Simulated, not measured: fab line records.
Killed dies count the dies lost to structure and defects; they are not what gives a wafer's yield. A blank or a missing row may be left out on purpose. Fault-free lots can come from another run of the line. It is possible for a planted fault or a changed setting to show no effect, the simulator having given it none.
Matching of chambers :: flow n5Finfet :: rieDiel-04 running N5_BEOL_M6_DESCUM_33: 4 sister chambers
The step chemistry O2, time 7 s. 18 wafers are shown with their chamber, then 9 later ones without.

== EACH WAFER AND ITS CHAMBER ==
wafer: L076.2
chamber: 2
throttleValvePct (%): 20.0
oesProductAu (a.u.): 0.91
showerheadPlenumPTorr (Torr): 2.04

wafer: L076.4
chamber: 3
throttleValvePct (%): 20.3
oesProductAu (a.u.): 0.89
showerheadPlenumPTorr (Torr): 2.03

wafer: L076.5
chamber: 1
throttleValvePct (%): 20.1
oesProductAu (a.u.): 0.69
showerheadPlenumPTorr (Torr): 1.99

wafer: L078.2
chamber: 0
throttleValvePct (%): 20.7
oesProductAu (a.u.): 0.70
showerheadPlenumPTorr (Torr): 2.00

wafer: L078.4
chamber: 1
throttleValvePct (%): 20.2
oesProductAu (a.u.): 0.69
showerheadPlenumPTorr (Torr): 1.99

wafer: L078.6
chamber: 0
throttleValvePct (%): 20.7
oesProductAu (a.u.): 0.70
showerheadPlenumPTorr (Torr): 2.00

wafer: L079.3
chamber: 2
throttleValvePct (%): 20.0
oesProductAu (a.u.): 0.88
showerheadPlenumPTorr (Torr): 2.04

wafer: L079.4
chamber: 1
throttleValvePct (%): 20.2
oesProductAu (a.u.): 0.69
showerheadPlenumPTorr (Torr): 1.99

wafer: L079.5
chamber: 3
throttleValvePct (%): 20.3
oesProductAu (a.u.): 0.88
showerheadPlenumPTorr (Torr): 2.03

wafer: L083.2
chamber: 0
throttleValvePct (%): 20.8
oesProductAu (a.u.): 0.69
showerheadPlenumPTorr (Torr): 1.99

wafer: L083.3
chamber: 3
throttleValvePct (%): 20.3
oesProductAu (a.u.): 0.86
showerheadPlenumPTorr (Torr): 2.02

wafer: L083.4
chamber: 1
throttleValvePct (%): 20.2
oesProductAu (a.u.): 0.68
showerheadPlenumPTorr (Torr): 1.98

wafer: L087.3
chamber: 1
throttleValvePct (%): 20.2
oesProductAu (a.u.): 0.68
showerheadPlenumPTorr (Torr): 1.98

wafer: L087.5
chamber: 1
throttleValvePct (%): 20.2
oesProductAu (a.u.): 0.68
showerheadPlenumPTorr (Torr): 1.98

wafer: L087.6
chamber: 2
throttleValvePct (%): 20.0
oesProductAu (a.u.): 0.84
showerheadPlenumPTorr (Torr): 2.03

wafer: L093.2
chamber: 1
throttleValvePct (%): 20.2
oesProductAu (a.u.): 0.66
showerheadPlenumPTorr (Torr): 1.98

wafer: L093.3
chamber: 0
throttleValvePct (%): 20.8
oesProductAu (a.u.): 0.67
showerheadPlenumPTorr (Torr): 1.99

wafer: L093.4
chamber: 3
throttleValvePct (%): 20.4
oesProductAu (a.u.): 0.83
showerheadPlenumPTorr (Torr): 2.02

SIGNATURES, as means of the wafers listed above
reading: throttleValvePct
chamber 0: 20.750
chamber 1: 20.186
chamber 2: 20.000
chamber 3: 20.325
scatter within a chamber: 0.0432

reading: oesProductAu
chamber 0: 0.6900
chamber 1: 0.6814
chamber 2: 0.8767
chamber 3: 0.8650
scatter within a chamber: 0.0204

reading: showerheadPlenumPTorr
chamber 0: 1.9950
chamber 1: 1.9843
chamber 2: 2.0367
chamber 3: 2.0250
scatter within a chamber: 0.00559
Rule: for each reading, subtract the chamber's mean from the wafer's reading, divide by that reading's scatter and square the result; add these up over the readings and take the root, which gives the wafer's distance from the chamber. If the next closest chamber is less than 2 further off than the closest, the wafer can't be placed; otherwise it belongs to the closest. The scatter is the square root of a quotient: the sum, over the shown wafers, of each reading's squared deviation from its chamber's mean, divided by wafers minus chambers.

== WAFERS WITHOUT THEIR CHAMBER ==
wafer: L094.2
throttleValvePct (%): 20.2
oesProductAu (a.u.): 0.66
showerheadPlenumPTorr (Torr): 1.98

wafer: L094.4
throttleValvePct (%): 20.1
oesProductAu (a.u.): 0.82
showerheadPlenumPTorr (Torr): 2.03

wafer: L094.5
throttleValvePct (%): 20.3
oesProductAu (a.u.): 0.82
showerheadPlenumPTorr (Torr): 2.02

wafer: L095.2
throttleValvePct (%): 20.3
oesProductAu (a.u.): 0.83
showerheadPlenumPTorr (Torr): 2.01

wafer: L095.5
throttleValvePct (%): 20.2
oesProductAu (a.u.): 0.66
showerheadPlenumPTorr (Torr): 1.98

wafer: L095.6
throttleValvePct (%): 20.8
oesProductAu (a.u.): 0.66
showerheadPlenumPTorr (Torr): 1.99

wafer: L096.2
throttleValvePct (%): 20.4
oesProductAu (a.u.): 0.83
showerheadPlenumPTorr (Torr): 2.01

wafer: L096.3
throttleValvePct (%): 20.8
oesProductAu (a.u.): 0.67
showerheadPlenumPTorr (Torr): 1.99

wafer: L096.5
throttleValvePct (%): 20.2
oesProductAu (a.u.): 0.66
showerheadPlenumPTorr (Torr): 1.98

== WHICH CHAMBER EACH WENT THROUGH ==
wafer: L094.2
from the rows above: 1
in truth: 1

wafer: L094.4
from the rows above: can't be placed: 2 or 3
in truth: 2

wafer: L094.5
from the rows above: 3
in truth: 3

wafer: L095.2
from the rows above: 3
in truth: 3

wafer: L095.5
from the rows above: 1
in truth: 1

wafer: L095.6
from the rows above: 0
in truth: 0

wafer: L096.2
from the rows above: 3
in truth: 3

wafer: L096.3
from the rows above: 0
in truth: 0

wafer: L096.5
from the rows above: 1
in truth: 1
Placed correctly: 8 of 9. Unplaceable from these rows: 1, with the true chamber sitting among the candidates in 1. Placed wrongly: 0.
